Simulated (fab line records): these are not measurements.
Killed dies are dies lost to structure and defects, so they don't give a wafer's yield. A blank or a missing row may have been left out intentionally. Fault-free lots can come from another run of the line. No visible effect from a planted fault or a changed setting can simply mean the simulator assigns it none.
What tool caused it? || flow n5 finfet || 11 lots with 32 wafers sampled at 3 steps, on a route of 1938 steps

## WHAT THE GAUGES SHOWED, per wafer
N5_MIM_TOP_LITHO_CD_MEAS_08 targets a cd of 2000 nm.
{"lot": "L310", "measured": "day 13 00:38", "on": "cd sem-03", "cd nm (nm)": "1997.3 2001.1 2001.0"}
{"lot": "L309", "measured": "day 12 18:05", "on": "cd sem-01", "cd nm (nm)": "1998.7 2003.4 1999.9"}
{"lot": "L311", "measured": "day 13 14:01", "on": "cd sem-02", "cd nm (nm)": "1995.6 1998.0 1999.0"}
{"lot": "L312", "measured": "day 13 15:58", "on": "cd sem-02", "cd nm (nm)": "1998.5 1999.7 1998.5"}
{"lot": "L313", "measured": "day 13 17:15", "on": "cd sem-01", "cd nm (nm)": "2000.6 1997.0 2001.5"}
{"lot": "L316", "measured": "day 14 01:37", "on": "cd sem-02", "cd nm (nm)": "2004.8 1999.8 1997.9"}
{"lot": "L317", "measured": "day 14 08:27", "on": "cd sem-03", "cd nm (nm)": "2000.2 2004.8"}
{"lot": "L321", "measured": "day 14 23:44", "on": "cd sem-02", "cd nm (nm)": "1999.7 1999.1 2000.2"}
{"lot": "L329", "measured": "day 17 15:04", "on": "cd sem-03", "cd nm (nm)": "2000.8 2005.4 2002.7"}
{"lot": "L330", "measured": "day 18 03:06", "on": "cd sem-03", "cd nm (nm)": "2002.2 2003.0 2003.0"}
{"lot": "L332", "measured": "day 18 07:32", "on": "cd sem-01", "cd nm (nm)": "1996.7 2001.9 1999.0"}

## TOOL THAT RAN EACH LOT (tool first, then ch and the chambers of the sampled wafers, then the start)
{"lot": "L310", "N5_BEOL_M7_ALD_77": "ald metal-04 ch 0,1,2, day 9 20:13", "N5_BEOL_M15_DEP_53": "pecvd-03 ch 1,2, day 12 20:58"}
{"lot": "L309", "N5_BEOL_M7_ALD_77": "ald metal-03 ch 1,2, day 9 20:17", "N5_BEOL_M15_DEP_53": "pecvd-04 ch 0,2, day 12 14:34"}
{"lot": "L311", "N5_BEOL_M7_ALD_77": "ald metal-03 ch 0,1,3, day 10 13:19", "N5_BEOL_M15_DEP_53": "pecvd-01 ch 1,2, day 13 09:41"}
{"lot": "L312", "N5_BEOL_M7_ALD_77": "ald metal-04 ch 0,1,3, day 10 13:31", "N5_BEOL_M15_DEP_53": "pecvd-03 ch 0,1, day 13 11:07"}
{"lot": "L313", "N5_BEOL_M7_ALD_77": "ald metal-04 ch 0,2, day 10 14:58", "N5_BEOL_M15_DEP_53": "pecvd-03 ch 0,2, day 13 14:19"}
{"lot": "L316", "N5_BEOL_M7_ALD_77": "ald metal-03 ch 1,2,3, day 11 05:31", "N5_BEOL_M15_DEP_53": "pecvd-01 ch 0,1,2, day 13 21:48"}
{"lot": "L317", "N5_BEOL_M7_ALD_77": "ald metal-04 ch 2,3, day 11 17:28", "N5_BEOL_M15_DEP_53": "pecvd-03 ch 0,1, day 14 01:30"}
{"lot": "L321", "N5_BEOL_M7_ALD_77": "ald metal-04 ch 0,1,3, day 12 13:35", "N5_BEOL_M15_DEP_53": "pecvd-04 ch 1, day 14 21:14"}
{"lot": "L329", "N5_BEOL_M7_ALD_77": "ald metal-04 ch 0,2,3, day 14 20:23", "N5_BEOL_M15_DEP_53": "pecvd-04 ch 0,2, day 17 08:15"}
{"lot": "L330", "N5_BEOL_M7_ALD_77": "ald metal-04 ch 0,1,2, day 15 05:02", "N5_BEOL_M15_DEP_53": "pecvd-03 ch 0,1,2, day 17 22:52"}
{"lot": "L332", "N5_BEOL_M7_ALD_77": "ald metal-04 ch 0,1, day 15 08:01", "N5_BEOL_M15_DEP_53": "pecvd-03 ch 0,1,2, day 18 04:47"}
- N5_BEOL_M7_ALD_77: deposits TaN, target thk 2 nm, pulse time 2 s, purge time 3 s.
- N5_BEOL_M15_DEP_53: deposits SiCN from 3MS/NH3, target thk 50 nm, time 17.8 s.

## WHAT THE TOOLS THEMSELVES READ (means of the sampled wafers that have a number; where no wafer has one, the mark that the record gives instead)
N5_BEOL_M7_ALD_77.
{"lot": "L310", "tool": "ald metal-04", "heater power w (W)": 384, "mfc carrier sccm (sccm)": 1502, "precursor vessel temp c (C)": 74.90}
{"lot": "L309", "tool": "ald metal-03", "heater power w (W)": 395, "mfc carrier sccm (sccm)": 1496, "precursor vessel temp c (C)": 74.95}
{"lot": "L311", "tool": "ald metal-03", "heater power w (W)": 423, "mfc carrier sccm (sccm)": 1501, "precursor vessel temp c (C)": 75.13}
{"lot": "L312", "tool": "ald metal-04", "heater power w (W)": 404, "mfc carrier sccm (sccm)": 1500, "precursor vessel temp c (C)": 75.08}
{"lot": "L313", "tool": "ald metal-04", "heater power w (W)": 403, "mfc carrier sccm (sccm)": 1500, "precursor vessel temp c (C)": 74.94}
{"lot": "L316", "tool": "ald metal-03", "heater power w (W)": 409, "mfc carrier sccm (sccm)": 1499, "precursor vessel temp c (C)": 74.94}
{"lot": "L317", "tool": "ald metal-04", "heater power w (W)": 438, "mfc carrier sccm (sccm)": 1500, "precursor vessel temp c (C)": 75.02}
{"lot": "L321", "tool": "ald metal-04", "heater power w (W)": 402, "mfc carrier sccm (sccm)": 1500, "precursor vessel temp c (C)": 75.05}
{"lot": "L329", "tool": "ald metal-04", "heater power w (W)": 423, "mfc carrier sccm (sccm)": 1504, "precursor vessel temp c (C)": 74.94}
{"lot": "L330", "tool": "ald metal-04", "heater power w (W)": 389, "mfc carrier sccm (sccm)": 1497, "precursor vessel temp c (C)": 75.19}
{"lot": "L332", "tool": "ald metal-04", "heater power w (W)": 362, "mfc carrier sccm (sccm)": 1499, "precursor vessel temp c (C)": 75.11}

N5_BEOL_M15_DEP_53.
{"lot": "L310", "tool": "pecvd-03", "showerhead plenum p Torr (Torr)": 4.173, "throttle valve pct (%)": 17.4}
{"lot": "L309", "tool": "pecvd-04", "showerhead plenum p Torr (Torr)": 4.165, "throttle valve pct (%)": 18.6}
{"lot": "L311", "tool": "pecvd-01", "showerhead plenum p Torr (Torr)": 4.178, "throttle valve pct (%)": 17.5}
{"lot": "L312", "tool": "pecvd-03", "showerhead plenum p Torr (Torr)": 4.171, "throttle valve pct (%)": 17.8}
{"lot": "L313", "tool": "pecvd-03", "showerhead plenum p Torr (Torr)": 4.150, "throttle valve pct (%)": 17.4}
{"lot": "L316", "tool": "pecvd-01", "showerhead plenum p Torr (Torr)": 4.179, "throttle valve pct (%)": 18.7}
{"lot": "L317", "tool": "pecvd-03", "showerhead plenum p Torr (Torr)": 4.191, "throttle valve pct (%)": 18.0}
{"lot": "L321", "tool": "pecvd-04", "showerhead plenum p Torr (Torr)": 4.141, "throttle valve pct (%)": 18.6}
{"lot": "L329", "tool": "pecvd-04", "showerhead plenum p Torr (Torr)": 4.173, "throttle valve pct (%)": 18.7}
{"lot": "L330", "tool": "pecvd-03", "showerhead plenum p Torr (Torr)": 4.175, "throttle valve pct (%)": 18.0}
{"lot": "L332", "tool": "pecvd-03", "showerhead plenum p Torr (Torr)": 4.177, "throttle valve pct (%)": 18.0}

## THE ANSWER, worked out from the rows above alone
Rule: usual is defined by the lots themselves. Put in order of their means at a reading, lots are off if they are a third of the lots or fewer, leave a main group of 4 or more, and stand apart from it by a gap of 3 or more times the standard deviation of the main group's means; of several such gaps the widest counts. The tables above print the reading to a certain number of digits; a main group whose means all agree to those digits is not used. A lot without any number at a reading at which 4 lots or more have one is off too. Any other lot the step has rows for is counted as sound. Order of review: gauges by route order, followed by the tools' own readings, for which a lot's mean as printed above is used. At the first step where some lot is off, the reading lying furthest off is the one used; lots without a number count as furthest.
Across all readings shown, no lot is off: no conclusion can be drawn from this.

## WHAT THE SIMULATOR PUT IN
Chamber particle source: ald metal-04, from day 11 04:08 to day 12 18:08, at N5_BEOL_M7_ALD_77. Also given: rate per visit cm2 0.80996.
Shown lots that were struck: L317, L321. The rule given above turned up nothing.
